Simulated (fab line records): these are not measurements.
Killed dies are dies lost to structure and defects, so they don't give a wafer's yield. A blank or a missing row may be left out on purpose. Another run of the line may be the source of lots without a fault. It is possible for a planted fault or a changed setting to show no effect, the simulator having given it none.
Struck lot and sound lot, side by side :: flow nand-harc :: 13 steps out of a route of 1159
Sound: wafers L802.3, L802.4, L802.5. Struck: wafers L795.2, L795.4, L795.5. The cause comes at the end.
Order at every step that has rows: each side's tool, ch and its chambers, its first start. Under that, the readings that differ: sound wafers :: struck wafers :: difference of the means :: sigmas: that difference in standard deviations of wafers without a fault.
alike: readings whose means differ by less than 2 such deviations, and words and numbers that are the same on both sides. not compared: withheld readings, readings that some wafer has no value for, bounds like >300 that may hide the same value, and numbers for which the record gives no deviation and whose values overlap.
A row with sigmas, a row that says differs or no value, or rows on one side alone: a step with any of these is where the two part. When numbers do not overlap yet have no deviation, they are printed without sigmas and do not part them. A reading missing from all wafers of one side parts the sides only when that side holds two or more wafers.

NHARC_P_GATE_RTA_82: time 30 s.
  sound on rtp-anneal-01 ch 0, day 9 20:04; struck on rtp-anneal-01 ch 0, day 8 17:46
  alike: lamp-power-pct, wafer_temp_C_max
NHARC_P_GATE_INSPECT_68:
  sound on defect-inspect-01 at day 9 20:13; struck on defect-inspect-02 at day 8 17:56
  alike: raw-defect-count
NHARC_P_CONTACT_DEP_30: deposits SiNx, target thk 30 nm.
  sound on pecvd-04 ch 0,1,2, day 9 20:19; struck on pecvd-04 ch 0,2, day 8 18:04
  alike: heater-power-outer-w, heater-power-w, susceptor-temp-C
NHARC_P_CONTACT_DEP_00: deposits SiO2, target thk 500 nm.
  sound on pecvd-04 ch 0,1,2; struck on pecvd-04 ch 0,2
  alike: flow-sccm, heater-power-outer-w, heater-power-w, susceptor-temp-C, throttle-valve-pct
NHARC_P_CONTACT_CMP_01: polishes SiO2, target thk 200 nm.
  sound on cmp-03 ch 0,2, day 9 21:00; struck on cmp-02 ch 0,1,2, day 8 18:44
  alike: edge-zone-pressure-frac, motor-current-A, slurry-filter-dp-kPa
then, 6 steps without rows for these wafers: NHARC_P_CONTACT_SRD_03; NHARC_P_CONTACT_DEHYDRATE_04 (time 120 s); NHARC_P_CONTACT_HMDS_05 (time 30 s); NHARC_P_CONTACT_COAT_33 (time 75 s); NHARC_P_CONTACT_COAT_34 (time 65 s); NHARC_P_CONTACT_COAT_06 (resist thk 90 nm).
NHARC_P_CONTACT_SOFTBAKE_07: time 55 s.
  sound on litho-track-04 ch 0, day 9 21:00; struck on litho-track-06 ch 0, day 8 19:00
reading: heater-power-total-W (W)
sound: 188.51 188.32 188.37
struck: 322.93 322.93 322.97
difference: +134.54
sigmas: +99 or more
following that, these wafers have no rows for 1 step: NHARC_P_CONTACT_EBR_08.

WHERE THEY PART
Only at NHARC_P_CONTACT_SOFTBAKE_07, as far as this record shows.

WHY: whatever the simulator had introduced
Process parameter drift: litho-track-06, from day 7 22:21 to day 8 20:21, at NHARC_P_CONTACT_SOFTBAKE_07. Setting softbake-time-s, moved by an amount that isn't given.
